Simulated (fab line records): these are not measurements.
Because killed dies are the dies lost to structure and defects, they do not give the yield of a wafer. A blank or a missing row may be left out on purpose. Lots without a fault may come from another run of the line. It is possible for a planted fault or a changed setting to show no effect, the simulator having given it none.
Struck lot and sound lot, side by side + flow nand_harc + 17 steps out of a route of 1159
Sound: the wafers L453.1, L453.3, L453.4. Struck: wafer L467.2. (L467.3, L467.5 of the same lot were not struck and are left out.) The cause comes at the end.
Each step with rows lists, per side, the tool, then ch with its chambers, then its first start. Under that, the readings that differ: sound wafers + struck wafers + difference of the means + sigmas: that difference in standard deviations of wafers without a fault.
alike: readings with means less than 2 such deviations apart, plus words and numbers identical on both sides. not compared: withheld readings, readings lacking a value on some wafer, bounds such as >300 that could conceal the same value, and numbers that have no deviation in the record and whose values overlap.
The two part at a step that has a row with sigmas, a row that says differs or no value, or rows on one side only. Numbers that have no deviation but don't overlap get no sigmas and don't part them. A reading that every wafer of one side lacks parts them only if that side has two wafers or more.

NHARC_P_M2_INSPECT_11:
  struck on defect_inspect-02, day 10 06:44; sound on defect_inspect-02, day 6 14:55
  alike: raw_defect_count
NHARC_P_M2_DESCUM_14: chemistry O2, time 3 s.
  sound on rie_diel-04 ch 0,1,2, day 6 14:59; struck on rie_diel-04 ch 3, day 10 06:48
| reading                | sound                | struck | difference | sigmas |
|------------------------|----------------------|--------|------------|--------|
| rf_hours_counter_h (h) | 2 2 2                | 17     | +15        |        |
| throttle_valve_pct (%) | 11.318 11.312 11.299 | 11.291 | -0.019     | -2     |
  alike: drypump_motor_current_A, o2_flow_sccm, oes_product_au, rf_vpp_V, showerhead_plenum_p_Torr
then, 2 steps without rows for these wafers: NHARC_P_M2_ETCH_35 (etches the open film in N2/H2, target depth 40 nm, overetch 12 nm, time 43.94 s); NHARC_P_M2_ETCH_15 (etches the open film in C4F8/Ar, target depth 182.5 nm, time 91.2 s).
NHARC_P_M2_CD_MEAS_16:
  struck on cd_sem-01, day 10 07:08; sound on cd_sem-03, day 6 15:17
  alike: cd_nm
NHARC_P_M2_STRIP_18: strips in N2/H2.
  sound on rie_diel-07 ch 1,2,3, day 6 15:22; struck on rie_diel-07 ch 2, day 10 07:14
| reading                | sound | struck | difference | sigmas |
|------------------------|-------|--------|------------|--------|
| rf_hours_counter_h (h) | 2 2 2 | 6      | +4         |        |
  alike: drypump_motor_current_A, oes_product_au, rf_vpp_V, showerhead_plenum_p_Torr, throttle_valve_pct
NHARC_P_M2_ETCH_28: etches the open film in CF4/N2, target depth 30 nm, time 72.99 s.
  sound on rie_diel-07 ch 0,2,3; struck on rie_diel-07 ch 3
| reading                | sound | struck | difference | sigmas |
|------------------------|-------|--------|------------|--------|
| rf_hours_counter_h (h) | 2 2 2 | 5      | +3         |        |
  alike: bias_w, drypump_motor_current_A, oes_product_au, rf_vpp_V, showerhead_plenum_p_Torr, throttle_valve_pct
then, 3 steps without rows for these wafers: NHARC_P_M2_STRIP_19 (strips in post etch residue remover, time 600 s); NHARC_P_M2_DEGAS_29 (time 60 s); NHARC_P_M2_PRE_CLEAN_30 (time 30 s).
NHARC_P_M2_PVD_20: deposits TaN, target thk 5 nm, time 8.06 s.
  sound on pvd_sputter-01; struck on pvd_sputter-03
  alike: throttle_valve_pct
NHARC_P_M2_PVD_21: deposits Cu, target thk 30 nm, time 20.49 s.
  sound on pvd_sputter-01; struck on pvd_sputter-03
  alike: throttle_valve_pct
NHARC_P_M2_ECD_22: material Cu, target thk 400 nm.
  sound on ecd_cu-01 ch 0,1, day 6 16:26; struck on ecd_cu-02 ch 0, day 10 08:16
  alike: bath_heat_duty_pct
then, 1 step without rows for these wafers: NHARC_P_M2_ANNEAL_31 (time 90 s).
NHARC_P_M2_CMP_23: polishes, t overpolish 20 s, target thk 144.3 nm.
  sound on cmp-03 ch 0,2,3, day 6 17:07; struck on cmp-03 ch 2, day 10 08:56
| reading                | sound          | struck | difference | sigmas |
|------------------------|----------------|--------|------------|--------|
| time_to_endpoint_s (s) | 31.9 26.5 28.5 | 41.8   | +12.8      | +5     |
  alike: motor_current_A, slurry_flow_ml_min
NHARC_P_M2_THK_MEAS_24: measures by xrf.
  struck on film_metro-01, day 10 09:15; sound on film_metro-02, day 6 17:25
  alike: thk_nm
-- record jumps: 13 days between struck wafers' starts before vs after; left off in module P_M2, resumes in module END, first step shown is number 1159 of the route --
NHARC_END_SORT_01:
  sound on prober-02 ch 0, day 20 00:38; struck on prober-01 ch 0, day 23 05:50
| reading                  | sound          | struck | difference | sigmas |
|--------------------------|----------------|--------|------------|--------|
| defect_limited_yield (%) | 96.5 96.8 97.9 | 93.2   | -3.9       | -3     |
| killed_at_array          | 21 15 11       | 38     | +22        | +3     |
| killed_dies              | 24 22 14       | 46     | +26        | +3     |
| sort_bin_3_pct (%)       | 0.30 0.44 0    | 0.74   | +0.49      | +2     |
| sort_bin_4_pct (%)       | 2.4 1.8 1.2    | 4.4    | +2.6       | +3     |
| sort_n_pass              | 653 655 663    | 631    | -26        | -3     |
| sort_yield_pct (%)       | 96.5 96.8 97.9 | 93.2   | -3.9       | -3     |
  alike: killed_at_other, killed_at_periphery, killed_open, killed_short, sort_bin_2_pct, sort_rim_yield_pct

## WHERE THEY PART
At NHARC_P_M2_DESCUM_14 first; at NHARC_END_SORT_01 last (within this record only).

WHY: what had been put in by the simulator
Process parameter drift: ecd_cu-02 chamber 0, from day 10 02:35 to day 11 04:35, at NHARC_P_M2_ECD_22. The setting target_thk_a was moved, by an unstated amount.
